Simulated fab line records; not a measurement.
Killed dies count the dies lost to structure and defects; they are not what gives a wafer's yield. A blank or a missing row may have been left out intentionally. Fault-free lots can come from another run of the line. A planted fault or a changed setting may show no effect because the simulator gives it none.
Which tool was responsible? + flow n5-finfet + 15 lots with 45 wafers sampled at 2 steps, on a route of 1938 steps

WHAT THE GAUGES READ, wafer by wafer
N5_BEOL_M14_INSPECT_55: inspects for defects (darkfield).
| lot  | measured     | on                | raw-defect-count |
|------|--------------|-------------------|------------------|
| L170 | day 10 21:01 | defect-inspect-02 | 94 67 76         |
| L169 | day 11 12:54 | defect-inspect-02 | 125 91 82        |
| L172 | day 11 13:25 | defect-inspect-02 | 67 94 121        |
| L174 | day 12 02:08 | defect-inspect-01 | 60 98 81         |
| L173 | day 12 06:06 | defect-inspect-01 | 78 52 68         |
| L177 | day 12 21:50 | defect-inspect-01 | 47 51 91         |
| L178 | day 13 04:54 | defect-inspect-01 | 63 52 93         |
| L179 | day 13 21:07 | defect-inspect-01 | 56 73 98         |
| L184 | day 15 07:59 | defect-inspect-02 | 43 102 48        |
| L186 | day 15 17:34 | defect-inspect-01 | 46 43 74         |
| L189 | day 16 10:24 | defect-inspect-02 | 72 112 61        |
| L187 | day 16 10:48 | defect-inspect-02 | 48 127 63        |
| L190 | day 16 14:46 | defect-inspect-02 | 56 72 35         |
| L191 | day 16 23:38 | defect-inspect-01 | 83 45 103        |
| L192 | day 17 23:00 | defect-inspect-02 | 67 71 39         |

WHAT TOOL EACH LOT RAN ON (gives the tool, then ch and the chambers of the sampled wafers, and finally the start)
| lot  | N5_BEOL_M14_ETCH_38                           |
|------|-----------------------------------------------|
| L170 | rie-diel-02 ch 0,1,3, day 10 21:01 or earlier |
| L169 | rie-diel-06 ch 0,1,3, day 11 12:54 or earlier |
| L172 | rie-diel-02 ch 0,1,3, day 11 13:25 or earlier |
| L174 | rie-diel-05 ch 0,1,3, day 12 02:08 or earlier |
| L173 | rie-diel-02 ch 0,3, day 12 06:06 or earlier   |
| L177 | rie-diel-06 ch 0,1, day 12 21:50 or earlier   |
| L178 | rie-diel-02 ch 1,2,3, day 13 04:54 or earlier |
| L179 | rie-diel-06 ch 0,2, day 13 21:07 or earlier   |
| L184 | rie-diel-06 ch 0,1,3, day 15 07:59 or earlier |
| L186 | rie-diel-02 ch 1,2, day 15 17:34 or earlier   |
| L189 | rie-diel-06 ch 0,2, day 16 10:24 or earlier   |
| L187 | rie-diel-06 ch 1,2,3, day 16 10:48 or earlier |
| L190 | rie-diel-05 ch 0,2,3, day 16 14:46 or earlier |
| L191 | rie-diel-02 ch 0,1,3, day 16 23:38 or earlier |
| L192 | rie-diel-02 ch 1,3, day 17 23:00 or earlier   |
- N5_BEOL_M14_ETCH_38: etches SiCN in CF4/N2, target depth 106.5 nm, time 120.6 s.

AS READ BY THE TOOLS THEMSELVES (means over the sampled wafers that have a number; for cases with no such wafer, the mark the record gives instead)
N5_BEOL_M14_ETCH_38.
| lot  | tool        | drypump-motor-current-A (A) | oes-product-au (a.u.) | rf-fwd-power-W (W) | rf-vpp-V (V) | showerhead-plenum-p-Torr (Torr) | throttle-valve-pct (%) |
|------|-------------|-----------------------------|-----------------------|--------------------|--------------|---------------------------------|------------------------|
| L170 | rie-diel-02 | 5.8                         | 0.76                  | 428.2              | 381.8        | 2.20                            | 15.34                  |
| L169 | rie-diel-06 | 5.6                         | 0.84                  | 430.3              | 382.4        | 2.25                            | 15.30                  |
| L172 | rie-diel-02 | 5.8                         | 0.76                  | 428.8              | 382.5        | 2.20                            | 15.33                  |
| L174 | rie-diel-05 | 5.2                         | 0.84                  | 428.9              | 379.4        | 2.15                            | 15.04                  |
| L173 | rie-diel-02 | 5.8                         | 0.78                  | 428.0              | 381.7        | 2.19                            | 15.25                  |
| L177 | rie-diel-06 | 5.0                         | 0.87                  | 429.1              | 384.3        | 2.27                            | 15.12                  |
| L178 | rie-diel-02 | 5.7                         | 0.86                  | 429.4              | 384.5        | 2.26                            | 15.13                  |
| L179 | rie-diel-06 | 5.5                         | 0.89                  | 429.4              | 384.8        | 2.33                            | 15.33                  |
| L184 | rie-diel-06 | 5.6                         | 0.89                  | 429.5              | 383.5        | 2.24                            | 15.19                  |
| L186 | rie-diel-02 | 5.5                         | 0.83                  | 428.1              | 384.5        | 2.29                            | 15.08                  |
| L189 | rie-diel-06 | 5.5                         | 0.84                  | 430.3              | 384.6        | 2.32                            | 15.37                  |
| L187 | rie-diel-06 | 6.0                         | 0.91                  | 427.7              | 383.2        | 2.25                            | 15.36                  |
| L190 | rie-diel-05 | 5.5                         | 0.76                  | 428.8              | 380.2        | 2.16                            | 15.30                  |
| L191 | rie-diel-02 | 5.8                         | 0.79                  | 428.5              | 382.7        | 2.19                            | 15.27                  |
| L192 | rie-diel-02 | 5.9                         | 0.82                  | 428.4              | 383.4        | 2.22                            | 15.28                  |

THE ANSWER, worked out from the rows above alone
Rule: what is usual is taken from the lots themselves. Put in order of their means at a reading, lots are off if they are a third of the lots or fewer, leave a main group of 4 or more, and stand apart from it by a gap of 3 or more times the standard deviation of the main group's means; of several such gaps the widest counts. The tables above print the reading to a certain number of digits; a main group whose means all agree to those digits is not used. A lot without any number at a reading at which 4 lots or more have one is off too. Any other lot the step has rows for is counted as sound. After the gauges, taken in route order, come the tools' own readings; for these a lot's mean is taken, as printed above. At the first step where some lot is off, the reading lying furthest off is the one used; lots without a number count as furthest.
No lot is off on any of the readings shown, so nothing can be concluded from this.

WHAT THE SIMULATOR HAD INSERTED
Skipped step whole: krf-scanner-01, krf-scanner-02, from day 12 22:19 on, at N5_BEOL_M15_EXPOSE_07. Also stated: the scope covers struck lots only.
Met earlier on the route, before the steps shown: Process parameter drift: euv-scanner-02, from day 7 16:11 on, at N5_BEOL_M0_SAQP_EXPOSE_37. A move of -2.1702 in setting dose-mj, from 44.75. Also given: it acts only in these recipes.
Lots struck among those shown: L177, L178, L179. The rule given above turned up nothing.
